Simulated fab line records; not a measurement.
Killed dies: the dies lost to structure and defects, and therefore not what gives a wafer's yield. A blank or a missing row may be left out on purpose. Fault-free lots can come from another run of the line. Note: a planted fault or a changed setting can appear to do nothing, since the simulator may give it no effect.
Struck lot and sound lot, side by side :: flow nand-harc :: 20 steps out of a route of 1159
Sound: the wafers L954.2, L954.3, L954.5. Wafers struck: L967.3, L967.4, L967.5. Last of all comes the cause.
Each step with rows lists, per side, the tool, then ch with its chambers, then its first start. Under that, the readings that differ: sound wafers :: struck wafers :: difference of the means :: sigmas: that difference in standard deviations of wafers without a fault.
alike: same words and numbers on both sides, and readings whose means sit less than 2 such deviations apart. not compared: any withheld reading, any reading some wafer has no value for, any bound like >300 that may hide the same value, and any number with overlapping values for which the record gives no deviation.
The two part at a step that has a row with sigmas, a row that says differs or no value, or rows on one side only. Numbers that don't overlap but have no deviation are shown without sigmas and don't part them. A reading missing from all wafers of one side parts the sides only when that side holds two or more wafers.

NHARC_P_ZERO_WELL_CD_MEAS_37 targets a cd of 720 nm.
  sound on cd-sem-02 ch 0, day 2 09:58; struck on cd-sem-01 ch 0, day 5 16:07
reading: cd-nm (nm)
sound: 716.8 716.8 718.4
struck: 724.9 723.1 722.1
difference: +6.0
sigmas: +3
then, 1 step without rows for these wafers: NHARC_P_ZERO_WELL_HARDBAKE_38 (time 80 s).
NHARC_P_ZERO_WELL_DESCUM_39: chemistry O2, time 3 s.
  sound on rie-diel-03 ch 0,1, day 2 10:07; struck on rie-diel-03 ch 1,3, day 5 16:17
  alike: drypump-motor-current-A, oes-product-au, rf-vpp-V, showerhead-plenum-p-Torr, throttle-valve-pct
  not compared: rf-hours-counter-h
then, 9 steps without rows for these wafers: NHARC_P_ZERO_WELL_IMPLANT_40; NHARC_P_ZERO_WELL_IMPLANT_59; NHARC_P_ZERO_WELL_IMPLANT_60; NHARC_P_ZERO_WELL_STRIP_41 (strips in SPM, time 840 s); NHARC_P_ZERO_WELL_DEHYDRATE_44 (time 120 s); NHARC_P_ZERO_WELL_HMDS_45 (time 30 s); NHARC_P_ZERO_WELL_COAT_46; NHARC_P_ZERO_WELL_SOFTBAKE_47 (time 95 s); NHARC_P_ZERO_WELL_EBR_48.
NHARC_P_ZERO_WELL_EXPOSE_49: exposes mask P HVPW, target cd 2000 nm.
  sound on krf-scanner-01 ch 0, day 2 11:26; struck on krf-scanner-01 ch 0, day 5 17:38
reading: exposure-dose-mJ-cm2
sound: 22.653 22.627 22.634
struck: 29.412 29.452 29.430
difference: +6.793
sigmas: +99 or more
  alike: mask, focus-offset-nm
then, 2 steps without rows for these wafers: NHARC_P_ZERO_WELL_PEB_50 (peb time 85 s); NHARC_P_ZERO_WELL_DEVELOP_51 (time 70 s).
NHARC_P_ZERO_WELL_CD_MEAS_52 targets a cd of 2000 nm.
  sound on cd-sem-02 ch 0, day 2 11:35; struck on cd-sem-01 ch 0, day 5 17:47
reading: cd-nm (nm)
sound: 2000.8 1999.3 2001.5
struck: 2045.9 2044.8 2042.8
difference: +44.0
sigmas: +29
then, 1 step without rows for these wafers: NHARC_P_ZERO_WELL_HARDBAKE_53 (time 80 s).
NHARC_P_ZERO_WELL_DESCUM_54: chemistry O2, time 3 s.
  sound on rie-diel-09 ch 1,3, day 2 11:46; struck on rie-diel-10 ch 2,3, day 5 17:56
reading: model.P_ZERO_WELL.cd-nm (nm)
sound: 1999 1999 2001
struck: 2046 2045 2042
difference: +45
sigmas: 
  alike: drypump-motor-current-A, oes-product-au, rf-vpp-V, showerhead-plenum-p-Torr, throttle-valve-pct
  not compared: rf-hours-counter-h
following that, these wafers have no rows for 1 step: NHARC_P_ZERO_WELL_IMPLANT_55.
-- the record jumps here: 22 days lie between the struck wafers' starts before and after (it left off in module P_ZERO_WELL and takes up again in module END, whose first step shown is number 1159 of the route) --
NHARC_END_SORT_01:
  sound on prober-02 ch 0, day 24 17:14; struck on prober-01 ch 0, day 28 03:35
  alike: killed-at-array, killed-at-other, killed-at-periphery, killed-dies, killed-open, killed-short

== WHERE THEY PART ==
At NHARC_P_ZERO_WELL_CD_MEAS_37 first; at NHARC_P_ZERO_WELL_CD_MEAS_52 last (within this record only). Later steps at which nothing parts them and some readings are alike: NHARC_P_ZERO_WELL_DESCUM_54, NHARC_END_SORT_01.

WHY: whatever the simulator had introduced
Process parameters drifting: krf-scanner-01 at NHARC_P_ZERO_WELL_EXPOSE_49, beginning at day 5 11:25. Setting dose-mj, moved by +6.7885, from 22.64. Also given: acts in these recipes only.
